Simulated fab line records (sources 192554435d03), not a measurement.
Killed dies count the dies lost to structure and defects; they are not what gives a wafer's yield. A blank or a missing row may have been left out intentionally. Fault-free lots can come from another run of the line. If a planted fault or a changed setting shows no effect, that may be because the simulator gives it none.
Chamber matching -- flow n5Finfet -- N5_BEOL_M3_ETCH_74 on rieDiel-02: 4 sister chambers
The step etches underlayer in N2/H2, target depth 6.5 nm, time 5.2 s. 14 wafers are shown with their chamber, then 7 later ones without.

EACH WAFER AND ITS CHAMBER
wafer,chamber,showerheadPlenumPTorr (Torr),oesProductAu (a.u.),etchRfOnTimeS (s)
L078.1,1,2.41,0.60,5.24
L078.3,3,2.42,0.59,5.25
L078.6,1,2.41,0.59,5.23
L083.3,3,2.42,0.58,5.19
L083.5,2,2.49,0.81,5.12
L083.6,3,2.42,0.58,5.25
L086.3,3,2.42,0.58,5.29
L086.4,1,2.41,0.60,5.26
L086.6,3,2.42,0.57,5.33
L089.1,0,2.48,0.77,5.00
L089.2,2,2.49,0.80,5.14
L089.3,1,2.41,0.60,5.21
L094.2,1,2.40,0.58,5.27
L094.3,2,2.48,0.78,5.18

SIGNATURES (means of the wafers above)
reading,chamber 0,chamber 1,chamber 2,chamber 3,scatter within a chamber
showerheadPlenumPTorr,2.4800,2.4080,2.4867,2.4200,0.00383
oesProductAu,0.7700,0.5940,0.7967,0.5800,0.00993
etchRfOnTimeS,5.0000,5.2420,5.1467,5.2620,0.0388
Rule: a wafer's distance from a chamber is the root of the sum, over the readings, of the square of ((its reading less the chamber's mean) divided by the reading's scatter). If the next closest chamber is less than 2 further off than the closest, the wafer can't be placed; otherwise it belongs to the closest. How the scatter is found: for the shown wafers, subtract from each reading the mean of its chamber, square and add these, divide the total by (wafers less chambers), then take the root.

WAFERS WITH NO CHAMBER GIVEN
wafer,showerheadPlenumPTorr (Torr),oesProductAu (a.u.),etchRfOnTimeS (s)
L094.6,2.41,0.56,5.25
L091.2,2.41,0.57,5.26
L091.4,2.40,0.59,5.24
L091.6,2.48,0.78,5.17
L093.1,2.40,0.57,5.28
L093.5,2.41,0.56,5.34
L093.6,2.40,0.58,5.32

EACH ONE'S CHAMBER
wafer,from the rows above,in truth
L094.6,can't be placed: 3 or 1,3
L091.2,can't be placed: 1 or 3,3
L091.4,1,1
L091.6,2,2
L093.1,can't be placed: 1 or 3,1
L093.5,can't be placed: 3 or 1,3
L093.6,1,1
Placed correctly: 3 of 7. Not placeable from these rows: 4 (in 4, the candidates include the true chamber). 0 placed wrongly.
